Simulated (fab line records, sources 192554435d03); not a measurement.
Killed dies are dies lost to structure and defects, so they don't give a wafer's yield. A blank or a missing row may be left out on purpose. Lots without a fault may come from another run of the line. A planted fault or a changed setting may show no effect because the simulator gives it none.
Chamber matching | flow n5_finfet | N5_BEOL_M3_ETCHBACK_99 on rie_diel-02: 4 sister chambers
The step etches SiO2 in CHF3, target depth 5 nm, time 10.4 s. 14 wafers are shown with their chamber, then 6 later ones without.

WAFERS WITH THEIR CHAMBER
wafer  | chamber | throttle_valve_pct (%) | drypump_motor_current_A (A) | oes_product_au (a.u.)
L186.1 | 0       | 17.50                  | 5.1                         | 0.70
L186.2 | 1       | 17.02                  | 5.6                         | 0.84
L186.6 | 1       | 17.03                  | 5.6                         | 0.84
L185.2 | 1       | 17.03                  | 5.6                         | 0.85
L185.3 | 0       | 17.49                  | 5.1                         | 0.70
L185.5 | 1       | 17.03                  | 5.6                         | 0.84
L187.3 | 1       | 17.02                  | 5.6                         | 0.85
L187.6 | 1       | 17.02                  | 5.7                         | 0.84
L190.1 | 3       | 16.72                  | 5.6                         | 0.97
L190.4 | 2       | 17.01                  | 6.0                         | 0.76
L190.6 | 1       | 17.02                  | 5.6                         | 0.84
L193.2 | 0       | 17.51                  | 5.1                         | 0.69
L193.4 | 3       | 16.73                  | 5.6                         | 0.98
L193.5 | 0       | 17.53                  | 5.1                         | 0.68

SIGNATURES (means of the wafers above)
reading                 | chamber 0 | chamber 1 | chamber 2 | chamber 3 | scatter within a chamber
throttle_valve_pct      | 17.5075   | 17.0243   | 17.0100   | 16.7250   | 0.0105
drypump_motor_current_A | 5.100     | 5.614     | 6.000     | 5.600     | 0.0293
oes_product_au          | 0.6925    | 0.8429    | 0.7600    | 0.9750    | 0.00684
Rule: a wafer's distance from a chamber is the root of the sum, over the readings, of the square of ((its reading less the chamber's mean) divided by the reading's scatter). The wafer belongs to the nearest chamber; if the next one is less than 2 further off, it can't be placed. The scatter: the root of (the sum of the squares of (reading less its chamber's mean) over the shown wafers, divided by (wafers less chambers)).

WAFERS WITHOUT THEIR CHAMBER
wafer  | throttle_valve_pct (%) | drypump_motor_current_A (A) | oes_product_au (a.u.)
L203.4 | 17.09                  | 5.6                         | 0.80
L203.5 | 16.77                  | 5.6                         | 0.88
L203.6 | 17.53                  | 5.1                         | 0.68
L205.1 | 17.55                  | 5.1                         | 0.68
L205.2 | 17.11                  | 5.6                         | 0.80
L205.3 | 16.79                  | 5.7                         | 0.88

WHICH CHAMBER EACH WENT THROUGH
wafer  | from the rows above | in truth
L203.4 | 1                   | 1
L203.5 | 3                   | 3
L203.6 | 0                   | 0
L205.1 | 0                   | 0
L205.2 | 1                   | 1
L205.3 | 3                   | 3
Placed correctly: 6 of 6. Can't be placed from these rows: 0. Placed wrongly: 0.
